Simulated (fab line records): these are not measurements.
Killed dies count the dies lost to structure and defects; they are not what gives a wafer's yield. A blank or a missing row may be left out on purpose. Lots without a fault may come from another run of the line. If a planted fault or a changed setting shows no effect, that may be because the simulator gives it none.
Matching of chambers | flow n5 finfet | ald sin-01 running N5_BEOL_M1_ALD_98: 4 sister chambers
The step deposits SiO2, target thk 2.5 nm, pulse time 1 s, co reactant pulse time 1 s. 4 wafers are shown with their chamber, then 8 later ones without.

## WAFERS WITH THEIR CHAMBER
wafer  | chamber | heater power w (W)
L089.4 | 2       | 69
L093.4 | 0       | 74
L093.6 | 1       | 83
L076.2 | 3       | 75

## WAFERS WITHOUT THEIR CHAMBER
wafer  | heater power w (W)
L076.3 | 83
L076.5 | 75
L094.4 | 66
L094.5 | 68
L094.6 | 76
L095.1 | 73
L095.3 | 75
L095.6 | 67

## THE CHAMBER EACH PASSED THROUGH
wafer  | from the rows above     | in truth
L076.3 | 1                       | 1
L076.5 | can't be placed: 3 or 0 | 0
L094.4 | 2                       | 2
L094.5 | 2                       | 2
L094.6 | can't be placed: 3 or 0 | 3
L095.1 | can't be placed: 0 or 3 | 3
L095.3 | can't be placed: 3 or 0 | 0
L095.6 | 2                       | 2
Correctly placed: 4 of 8. Not placeable from these rows: 4 (in 4, the candidates include the true chamber). 0 placed wrongly.
How it was worked out, from the rows above alone: a wafer's distance from a chamber is the root of the sum, over the readings, of the square of ((its reading less the chamber's mean) divided by the reading's scatter). If the next closest chamber is less than 2 further off than the closest, the wafer can't be placed; otherwise it belongs to the closest. The mean given for a chamber averages the wafers shown for that chamber. The scatter: with one shown wafer a chamber, the root of the mean of the squares of how far each hidden wafer lies from its nearest shown one.
